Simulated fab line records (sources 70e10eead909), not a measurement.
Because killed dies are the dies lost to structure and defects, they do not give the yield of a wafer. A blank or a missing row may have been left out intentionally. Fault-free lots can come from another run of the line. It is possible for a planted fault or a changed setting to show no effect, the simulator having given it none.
Which tool is to blame? | flow nandHarc | 39 wafers from 13 lots sampled at 6 of the route's 1159 steps

## WHAT THE GAUGES READ, wafer by wafer
NHARC_A_ONON_D1_THK_MEAS_05: measures by ellipsometry. Usual: thkNm at 999 nm, with a standard deviation of 10.
lot  | measured     | on           | thkNm (nm)     | flag
L199 | day 7 06:37  | filmMetro-02 | 990 989 991    | 
L201 | day 8 07:31  | filmMetro-02 | 1000 1001 1001 | 
L207 | day 9 10:04  | filmMetro-01 | 993 993 993    | 
L208 | day 9 23:02  | filmMetro-01 | 1002 1001 1000 | 
L213 | day 11 07:43 | filmMetro-02 | 1009 1010 1009 | 
L214 | day 11 07:43 | filmMetro-01 | 1007 1006 1006 | 
L215 | day 11 15:00 | filmMetro-01 | 981 981 979    | 
L216 | day 11 15:00 | filmMetro-02 | 1000 1002 1002 | 
L218 | day 12 00:34 | filmMetro-01 | 992 992 993    | 
L219 | day 12 07:04 | filmMetro-01 | 1009 1010 1009 | 
L221 | day 12 18:04 | filmMetro-01 | 1013 1014 1015 | 
L220 | day 12 18:04 | filmMetro-02 | 1009 1012 1009 | 
L222 | day 13 21:45 | filmMetro-02 | 989 989 989    | 

NHARC_A_ONON_D1_THK_MEAS_11: measures by ellipsometry. Usual: thkNm at 1001 nm, with a standard deviation of 9.1.
lot  | measured     | on           | thkNm (nm)     | flag
L199 | day 7 07:45  | filmMetro-02 | 990 991 991    | 
L201 | day 8 08:38  | filmMetro-01 | 1013 1011 1012 | 
L207 | day 9 11:11  | filmMetro-01 | 712 712 710    | OFF
L208 | day 10 00:10 | filmMetro-02 | 696 699 695    | OFF
L213 | day 11 08:51 | filmMetro-02 | 1023 1022 1025 | 
L214 | day 11 08:51 | filmMetro-01 | 995 996 995    | 
L215 | day 11 16:24 | filmMetro-01 | 1007 1006 1007 | 
L216 | day 11 16:08 | filmMetro-01 | 1003 1002 1003 | 
L218 | day 12 01:43 | filmMetro-02 | 986 984 985    | 
L219 | day 12 08:12 | filmMetro-01 | 990 992 990    | 
L221 | day 12 19:13 | filmMetro-02 | 1004 1006 1007 | 
L220 | day 12 19:13 | filmMetro-01 | 1019 1017 1020 | 
L222 | day 13 22:53 | filmMetro-02 | 994 992 995    | 

NHARC_END_SORT_01. Usual: killedAtArray 29, standard deviation 9.4; killedAtOther 0.7, standard deviation 1.3; killedAtPeriphery 2.9, standard deviation 2.1; killedDies 32, standard deviation 9; killedOpen 3.3, standard deviation 1.8; killedShort 1.9, standard deviation 1.4.
lot  | measured     | on        | killedAtArray | killedAtOther | killedAtPeriphery | killedDies  | killedOpen | killedShort | flag
L207 | day 21 15:29 | prober-02 | 672 671 676   | 1 0 0         | 4 6 1             | 677 677 677 | 4 4 2      | 4 4 1       | OFF
L208 | day 22 07:00 | prober-01 | 675 671 675   | 0 0 0         | 2 6 2             | 677 677 677 | 2 2 4      | 3 1 1       | OFF

## TOOL THAT RAN EACH LOT (tool first, then ch and the chambers of the sampled wafers, then the start)
lot  | NHARC_A_ZERO_WELL_ETCH_13       | NHARC_A_ONON_D1_DEP_09          | NHARC_A_CHANNEL_HOLE_D1_DEP_00
L199 | rieSi-05 ch 0,1,3, day 6 07:55  | pecvdOnon-04 ch 0, day 7 07:15  | aclDep-01 ch 0, day 7 22:02
L201 | rieSi-06 ch 0,2,3, day 7 09:02  | pecvdOnon-01 ch 0, day 8 08:15  | aclDep-01 ch 0, day 8 23:40
L207 | rieSi-01 ch 2,3, day 8 11:14    | pecvdOnon-04 ch 0, day 9 10:41  | -
L208 | rieSi-06 ch 2,3, day 9 00:20    | pecvdOnon-04 ch 0, day 9 23:40  | -
L213 | rieSi-01 ch 0,1,3, day 10 09:08 | pecvdOnon-01 ch 0, day 11 08:28 | aclDep-02 ch 0, day 11 21:09
L214 | rieSi-06 ch 1,2,3, day 10 09:44 | pecvdOnon-02 ch 0, day 11 08:20 | aclDep-01 ch 0, day 11 19:40
L215 | rieSi-01 ch 0,2,3, day 10 14:23 | pecvdOnon-01 ch 0, day 11 15:54 | aclDep-01 ch 0, day 12 03:45
L216 | rieSi-06 ch 0,1, day 10 16:55   | pecvdOnon-02 ch 0, day 11 15:44 | aclDep-02 ch 0, day 12 03:23
L218 | rieSi-01 ch 2,3, day 11 01:53   | pecvdOnon-02 ch 0, day 12 01:16 | aclDep-02 ch 0, day 12 13:51
L219 | rieSi-05 ch 2,3, day 11 08:09   | pecvdOnon-02 ch 0, day 12 07:41 | aclDep-02 ch 0, day 12 21:30
L221 | rieSi-06 ch 0,2, day 11 19:32   | pecvdOnon-01 ch 0, day 12 18:42 | aclDep-03 ch 0, day 13 12:38
L220 | rieSi-01 ch 0,1,3, day 11 20:10 | pecvdOnon-02 ch 0, day 12 18:45 | aclDep-02 ch 0, day 13 12:43
L222 | rieSi-01 ch 0,1,3, day 12 22:01 | pecvdOnon-02 ch 0, day 13 22:22 | aclDep-01 ch 0, day 14 09:25
- NHARC_A_ZERO_WELL_ETCH_13: etches the open film in HBr/Cl2, target depth 120 nm, time 40.1 s.
- NHARC_A_ONON_D1_DEP_09: target thk 1000 nm.
- NHARC_A_CHANNEL_HOLE_D1_DEP_00: deposits aC, target thk 3100 nm.

## AS READ BY THE TOOLS THEMSELVES (means over the sampled wafers that have a number; for cases with no such wafer, the mark the record gives instead)
NHARC_A_ZERO_WELL_ETCH_13. Usual: drypumpMotorCurrentA 5.8 A, standard deviation 0.38; oesProductAu 1.006 a.u., standard deviation 0.0093; throttleValvePct 26.406 %, standard deviation 0.0095.
lot  | tool     | drypumpMotorCurrentA (A) | oesProductAu (a.u.) | throttleValvePct (%) | flag
L199 | rieSi-05 | 5.8                      | 1.000               | 26.401               | 
L201 | rieSi-06 | 5.6                      | 0.997               | 26.407               | 
L207 | rieSi-01 | 5.5                      | 1.009               | 26.398               | 
L208 | rieSi-06 | 5.5                      | 1.006               | 26.403               | 
L213 | rieSi-01 | 5.6                      | 1.010               | 26.414               | 
L214 | rieSi-06 | 6.0                      | 1.006               | 26.412               | 
L215 | rieSi-01 | 5.7                      | 1.007               | 26.409               | 
L216 | rieSi-06 | 5.9                      | 1.006               | 26.403               | 
L218 | rieSi-01 | 5.7                      | 1.003               | 26.410               | 
L219 | rieSi-05 | 5.6                      | 1.006               | 26.406               | 
L221 | rieSi-06 | 5.4                      | 1.000               | 26.402               | 
L220 | rieSi-01 | 5.6                      | 1.016               | 26.405               | 
L222 | rieSi-01 | 5.6                      | 1.012               | 26.406               | 

NHARC_A_ONON_D1_DEP_09. Usual: susceptorTempC at 399.96 C, with a standard deviation of 0.23.
lot  | tool         | susceptorTempC (C) | flag
L199 | pecvdOnon-04 | 399.90             | 
L201 | pecvdOnon-01 | 400.02             | 
L207 | pecvdOnon-04 | 399.91             | 
L208 | pecvdOnon-04 | 400.20             | 
L213 | pecvdOnon-01 | 399.78             | 
L214 | pecvdOnon-02 | 400.03             | 
L215 | pecvdOnon-01 | 399.84             | 
L216 | pecvdOnon-02 | 400.21             | 
L218 | pecvdOnon-02 | 400.02             | 
L219 | pecvdOnon-02 | 399.95             | 
L221 | pecvdOnon-01 | 399.96             | 
L220 | pecvdOnon-02 | 400.10             | 
L222 | pecvdOnon-02 | 399.66             | 

NHARC_A_CHANNEL_HOLE_D1_DEP_00. Usual: susceptorTempC 399.97 C, standard deviation 0.21; throttleValvePct 35.001 %, standard deviation 0.0096.
lot  | tool      | susceptorTempC (C) | throttleValvePct (%) | flag
L199 | aclDep-01 | 400.10             | 35.006               | 
L201 | aclDep-01 | 399.85             | 34.998               | 
L213 | aclDep-02 | 399.55             | 34.995               | 
L214 | aclDep-01 | 400.01             | 35.004               | 
L215 | aclDep-01 | 399.84             | 35.008               | 
L216 | aclDep-02 | 399.99             | 35.003               | 
L218 | aclDep-02 | 400.03             | 35.000               | 
L219 | aclDep-02 | 399.81             | 35.005               | 
L221 | aclDep-03 | -                  | 34.999               | OFF
L220 | aclDep-02 | 399.78             | 35.003               | 
L222 | aclDep-01 | 400.28             | 35.003               | 

## THE ANSWER, worked out from the rows above alone
Rule: a lot counts as off when the mean over its wafers that have a number is more than 3 standard deviations away from the usual mean. A lot without any number at a reading at which 4 lots or more have one is off too. The other lots that the step has rows for count as sound. Order of review: gauges by route order, followed by the tools' own readings, for which a lot's mean as printed above is used. The first step at which some lot is off is used, and at that step the reading that is off furthest; a lot without a number counts as furthest.
Off at NHARC_A_ONON_D1_THK_MEAS_11 (thkNm): L207, L208.
If a tool, at a process step before that reading, ran all the lots that are off and no sound lot after the first of them, it fits. Not tried: the gauges at NHARC_A_ONON_D1_THK_MEAS_11; whatever is off there is also off at NHARC_END_SORT_01, on other tools, and gauge error can't account for it. One fits: NHARC_A_ONON_D1_DEP_09 on pecvdOnon-04. A fault onset in the window from L199 (day 7 07:15, its last sound lot) to L207 (day 9 10:41, its first lot off) fits.

## WHAT HAD BEEN PUT IN BY THE SIMULATOR
pecvdOnon-04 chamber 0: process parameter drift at NHARC_A_ONON_D1_DEP_09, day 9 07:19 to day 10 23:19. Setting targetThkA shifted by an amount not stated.
Shown lots that were struck: L207, L208. The rule above found the same.
